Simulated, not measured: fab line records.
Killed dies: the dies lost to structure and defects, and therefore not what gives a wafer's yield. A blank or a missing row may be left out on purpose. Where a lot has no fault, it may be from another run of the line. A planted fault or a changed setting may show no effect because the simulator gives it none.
The tool behind it: which one? ; flow n5 finfet ; 24 wafers from 8 lots sampled at 8 of the route's 1938 steps

== WHAT THE GAUGES SHOWED, per wafer ==
N5_BEOL_M0_SAQP_INSPECT_16: inspects for defects (brightfield).
lot;measured;on;raw defect count
L401;day 5 21:38;defect inspect-02;607 843 992
L404;day 6 17:02;defect inspect-01;534 618 626
L405;day 6 21:17;defect inspect-02;481 352 558
L415;day 9 13:43;defect inspect-02;1620 1685 1631
L417;day 10 04:43;defect inspect-01;1535 1684 1623
L418;day 10 07:33;defect inspect-02;350 375 373
L420;day 10 22:24;defect inspect-02;418 527 374
L422;day 11 04:47;defect inspect-02;374 452 511

N5_BEOL_M0_SAQP_INSPECT_42: inspects for defects (brightfield).
lot;measured;on;raw defect count
L401;day 6 02:28;defect inspect-02;412 418 465
L404;day 6 21:07;defect inspect-01;228 278 319
L405;day 7 01:51;defect inspect-01;345 223 241
L415;day 9 20:48;defect inspect-01;1603 1552 1486
L417;day 10 08:56;defect inspect-02;1380 1421 1481
L418;day 10 13:26;defect inspect-01;274 298 353
L420;day 11 02:47;defect inspect-02;327 355 181
L422;day 11 09:44;defect inspect-01;253 306 451

N5_BEOL_M0_CUTY_INSPECT_59: inspects for defects (macro).
lot;measured;on;raw defect count
L401;day 6 04:32;defect inspect-01;1 3 2
L404;day 6 22:31;defect inspect-01;0 0 3
L405;day 7 03:15;defect inspect-01;3 2 0
L415;day 9 22:05;defect inspect-01;>300 >300 >300
L417;day 10 10:32;defect inspect-01;>300 >300 >300
L418;day 10 14:43;defect inspect-01;4 2 5
L420;day 11 04:40;defect inspect-02;4 2 4
L422;day 11 11:08;defect inspect-01;2 4 2

N5_BEOL_M4_RC_MEAS_101.
lot;measured;on;DIBL_N (mV/V);DIBL_P (mV/V);IOFF_N (nA/um);IOFF_P (nA/um);ION_N (uA/um);ION_P (uA/um);SS_N (mV/dec);SS_P (mV/dec);VT_N (mV);VT_P (mV)
L401;day 8 07:41;prober-02;32.6 32.3 32.3;31.7 31.6 31.5;0.10 0.10 0.10;0.15 0.15 0.15;651 653 664;456 453 456;70.0 69.8 70.1;72.0 71.8 72.1;259 256 257;-256 -253 -254
L404;day 9 05:11;prober-02;35.9 39.3 35.9;34.6 38.7 34.3;0.14 0.22 0.15;0.17 0.23 0.16;657 689 672;444 463 452;71.6 73.1 72.0;73.7 74.5 73.3;255 247 251;-256 -251 -256
L405;day 9 08:29;prober-01;34.8 36.4 36.4;35.7 37.8 36.9;0.14 0.16 0.17;0.19 0.22 0.21;674 675 680;460 467 458;71.6 71.6 70.6;72.7 73.9 73.1;251 249 247;-250 -249 -251
L415;day 13 14:58;prober-02;36.1 36.9 36.7;37.3 37.7 38.0;0.15 0.16 0.16;0.22 0.22 0.22;661 669 684;462 469 474;71.3 70.7 72.0;73.1 72.8 73.5;249 249 249;-248 -245 -248
L417;day 14 07:01;prober-02;37.0 34.8 38.7;38.8 34.8 38.5;0.20 0.15 0.24;0.25 0.19 0.24;682 666 676;462 454 458;71.8 71.2 72.4;74.3 74.1 74.0;247 249 244;-248 -252 -249
L418;day 13 20:22;prober-02;36.9 34.1 39.1;37.5 33.3 39.4;0.17 0.12 0.21;0.21 0.14 0.23;678 659 682;459 448 458;71.0 70.7 72.3;73.6 72.5 73.4;248 255 246;-251 -256 -251
L420;day 14 05:52;prober-01;37.9 37.1 40.2;38.8 37.0 40.1;0.20 0.18 0.24;0.25 0.22 0.28;699 679 693;473 463 469;72.3 71.9 72.8;74.4 73.8 74.6;245 246 243;-248 -249 -250
L422;day 14 14:23;prober-01;36.8 37.2 36.1;37.1 37.9 36.1;0.19 0.20 0.18;0.22 0.24 0.21;680 679 684;459 459 462;71.8 72.0 72.0;73.0 73.4 72.6;248 246 245;-249 -248 -251

== WHAT TOOL EACH LOT RAN ON (gives the tool, then ch and the chambers of the sampled wafers, and finally the start) ==
lot;N5_BEOL_M0_SAQP_ILD_DEP_01;N5_BEOL_M0_SAQP_HM_OPEN_112;N5_BEOL_M0_SAQP_MANDREL_ETCH_20;N5_BEOL_M0_SAQP_RECESS_114
L401;pecvd-02 ch 0,1, day 5 20:40;rie diel-03 ch 0,2, day 5 22:04;rie si-06 ch 1,2, day 5 22:08;vapor etch-01 ch 0,1, day 5 22:32
L404;pecvd-04 ch 0,1, day 6 15:23;rie diel-01 ch 0,2, day 6 17:28;rie si-06 ch 1,2,3, day 6 17:33;vapor etch-02 ch 0,1, day 6 17:47
L405;pecvd-04 ch 0,1, day 6 19:15;rie diel-03 ch 1,2,3, day 6 21:37;rie si-02 ch 1,3, day 6 21:41;vapor etch-02 ch 0,1, day 6 21:55
L415;pecvd-04 ch 0,2, day 9 11:48;rie diel-04 ch 0,2, day 9 15:02;rie si-05 ch 1,3, day 9 15:07;vapor etch-01 ch 0,1, day 9 15:22
L417;pecvd-04 ch 0,1,2, day 10 03:17;rie diel-03 ch 0,3, day 10 04:56;rie si-02 ch 0,2,3, day 10 05:01;vapor etch-01 ch 0,1, day 10 05:22
L418;pecvd-02 ch 0,1,2, day 10 06:17;rie diel-01 ch 1,2,3, day 10 08:11;rie si-06 ch 1,2,3, day 10 08:16;vapor etch-01 ch 0,1, day 10 08:29
L420;pecvd-03 ch 0,1,2, day 10 19:48;rie diel-01 ch 0,1,3, day 10 22:53;rie si-06 ch 0,1,3, day 10 22:58;vapor etch-02 ch 0,1, day 10 23:12
L422;pecvd-02 ch 0,1, day 11 03:32;rie diel-03 ch 2,3, day 11 05:22;rie si-06 ch 0,1,3, day 11 05:27;vapor etch-01 ch 0,1, day 11 05:50
- N5_BEOL_M0_SAQP_ILD_DEP_01: deposits SiOC from DEMS/O2, target thk 45.419 nm, time 8.7 s.
- N5_BEOL_M0_SAQP_HM_OPEN_112: chemistry CHF3/O2, target SiO2, stops on a-Si, target depth 12 nm, time 13.5 s.
- N5_BEOL_M0_SAQP_MANDREL_ETCH_20: etches a-Si in HBr/Cl2, stops on SiNx, target depth 60 nm, bt time 10 s, time 30 s.
- N5_BEOL_M0_SAQP_RECESS_114: chemistry HF/NH3, target SiO2, target depth 14.4 nm, afs cycles 3, sublimation time 60 s.

== WHAT THE TOOLS THEMSELVES READ (means of the sampled wafers that have a number; where no wafer has one, the mark that the record gives instead) ==
N5_BEOL_M0_SAQP_ILD_DEP_01.
lot;tool;heater power w (W);rf fwd power W (W);showerhead plenum p Torr (Torr);throttle valve pct (%)
L401;pecvd-02;543;493.4;5.701;11.5
L404;pecvd-04;394;491.8;5.703;11.7
L405;pecvd-04;422;491.4;5.707;11.6
L415;pecvd-04;397;493.1;5.709;12.0
L417;pecvd-04;432;493.6;5.695;11.6
L418;pecvd-02;535;494.8;5.695;11.7
L420;pecvd-03;496;493.5;5.702;12.0
L422;pecvd-02;578;493.3;5.697;11.6

N5_BEOL_M0_SAQP_HM_OPEN_112.
lot;tool;drypump motor current A (A);oes_ar_750_au (a.u.);oes product au (a.u.);rf fwd power W (W);rf vpp V (V);showerhead plenum p Torr (Torr);throttle valve pct (%)
L401;rie diel-03;6.5;0.79;0.53;644.8;515;2.38;18.63
L404;rie diel-01;5.5;0.79;0.51;646.7;527;2.43;18.79
L405;rie diel-03;6.1;0.79;0.51;643.3;507;2.38;18.66
L415;rie diel-04;6.1;0.81;0.54;643.1;536;2.40;18.55
L417;rie diel-03;6.4;0.76;0.51;641.9;517;2.40;18.64
L418;rie diel-01;5.5;0.75;0.50;644.9;525;2.35;18.78
L420;rie diel-01;5.6;0.78;0.51;642.0;521;2.36;18.89
L422;rie diel-03;6.5;0.74;0.49;644.2;502;2.32;18.88

N5_BEOL_M0_SAQP_MANDREL_ETCH_20.
lot;tool;drypump motor current A (A);oes product au (a.u.);rf fwd power W (W);throttle valve pct (%)
L401;rie si-06;5.9;0.790;796.0;35.59
L404;rie si-06;5.8;0.792;794.8;35.57
L405;rie si-02;6.0;0.752;795.9;35.39
L415;rie si-05;6.4;0.763;795.5;35.23
L417;rie si-02;5.9;0.778;800.2;35.23
L418;rie si-06;5.8;0.798;793.8;35.57
L420;rie si-06;5.8;0.785;797.6;35.58
L422;rie si-06;5.8;0.779;797.0;35.60

N5_BEOL_M0_SAQP_RECESS_114.
lot;tool;drypump motor current A (A);temp c (C)
L401;vapor etch-01;5.8;30.24
L404;vapor etch-02;5.9;29.95
L405;vapor etch-02;5.9;30.07
L415;vapor etch-01;5.8;29.88
L417;vapor etch-01;5.5;30.01
L418;vapor etch-01;5.5;29.94
L420;vapor etch-02;5.9;30.14
L422;vapor etch-01;5.8;30.09

== THE ANSWER, worked out from the rows above alone ==
Rule: the lots themselves supply what counts as usual. The widest of any qualifying gaps counts: lots, ordered by their means at a reading, are off when they make up no more than a third of the lots, leave a main group of 4 or more, and stand apart from it by 3 or more times the standard deviation of that group's means. Not used: any main group whose means are identical at the precision the tables above print for the reading. A lot without any number at a reading at which 4 lots or more have one is off too. All remaining lots with rows at the step are treated as sound. Order of review: gauges by route order, followed by the tools' own readings, for which a lot's mean as printed above is used. At the first step where some lot is off, the reading lying furthest off is the one used; lots without a number count as furthest.
Off: L415, L417, at N5_BEOL_M0_SAQP_INSPECT_16 (raw defect count). The main group: mean 520, standard deviation 1.5e+02.
If a tool, at a process step before that reading, ran all the lots that are off and no sound lot after the first of them, it fits. Gauges at N5_BEOL_M0_SAQP_INSPECT_16: tried the same way as those tools. One fits: N5_BEOL_M0_SAQP_ILD_DEP_01 on pecvd-04. Its last sound lot is L405 (day 6 19:15), its first lot that is off L415 (day 9 11:48): a fault that began between those two fits.

== WHAT WAS PUT IN BY THE SIMULATOR ==
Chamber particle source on pecvd-04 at N5_BEOL_M0_SAQP_ILD_DEP_01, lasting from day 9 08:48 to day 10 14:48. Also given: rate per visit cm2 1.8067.
Struck lots among those shown: L415, L417. Same finding as the rule above.
